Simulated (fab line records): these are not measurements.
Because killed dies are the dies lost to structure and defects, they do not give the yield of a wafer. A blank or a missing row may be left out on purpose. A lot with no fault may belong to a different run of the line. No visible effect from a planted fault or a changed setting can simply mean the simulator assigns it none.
Matching of chambers    flow nand-harc    NHARC_P_GATE_DESCUM_13 on rie-diel-04 has 4 sister chambers
The step chemistry O2, time 3 s. 14 wafers are shown with their chamber, then 7 later ones without.

== EACH WAFER AND ITS CHAMBER ==
wafer   chamber  drypump-motor-current-A (A)  showerhead-plenum-p-Torr (Torr)  oes-product-au (a.u.)
L483.3  0        5.8                          2.01                             1.006
L483.5  0        5.7                          2.01                             0.995
L483.6  1        5.7                          1.93                             0.991
L495.3  2        6.6                          1.83                             0.999
L495.5  0        5.8                          2.00                             1.001
L495.6  1        5.7                          1.92                             0.997
L496.1  1        5.7                          1.93                             1.006
L496.3  3        5.3                          2.02                             1.014
L496.5  3        5.3                          2.02                             1.014
L500.1  1        5.7                          1.92                             0.998
L500.2  2        6.6                          1.83                             1.004
L500.3  0        5.7                          2.00                             1.001
L503.2  2        6.6                          1.83                             0.987
L503.4  0        5.7                          2.00                             0.991

SIGNATURES (averages over the wafers above)
reading                   chamber 0  chamber 1  chamber 2  chamber 3  scatter within a chamber
drypump-motor-current-A   5.740      5.700      6.600      5.300      0.0346
showerhead-plenum-p-Torr  2.0040     1.9250     1.8300     2.0200     0.00469
oes-product-au            0.99880    0.99800    0.99667    1.01400    0.00635
Rule: distance of a wafer from a chamber = root of the sum over the readings of ((wafer's reading minus chamber's mean) / reading's scatter) squared. If the next closest chamber is less than 2 further off than the closest, the wafer can't be placed; otherwise it belongs to the closest. The scatter is the square root of a quotient: the sum, over the shown wafers, of each reading's squared deviation from its chamber's mean, divided by wafers minus chambers.

== WAFERS MISSING THEIR CHAMBER ==
wafer   drypump-motor-current-A (A)  showerhead-plenum-p-Torr (Torr)  oes-product-au (a.u.)
L503.6  6.6                          1.83                             0.994
L505.1  5.7                          1.92                             1.003
L505.5  5.7                          2.00                             0.998
L505.6  5.6                          1.92                             0.996
L506.1  6.6                          1.83                             1.000
L506.2  5.3                          2.02                             1.006
L506.5  5.3                          2.02                             1.007

== THE CHAMBER EACH PASSED THROUGH ==
wafer   from the rows above  in truth
L503.6  2                    2
L505.1  1                    1
L505.5  0                    0
L505.6  1                    1
L506.1  2                    2
L506.2  3                    3
L506.5  3                    3
Correctly placed: 7 of 7. From these rows, 0 cannot be placed. Placed wrongly: 0.
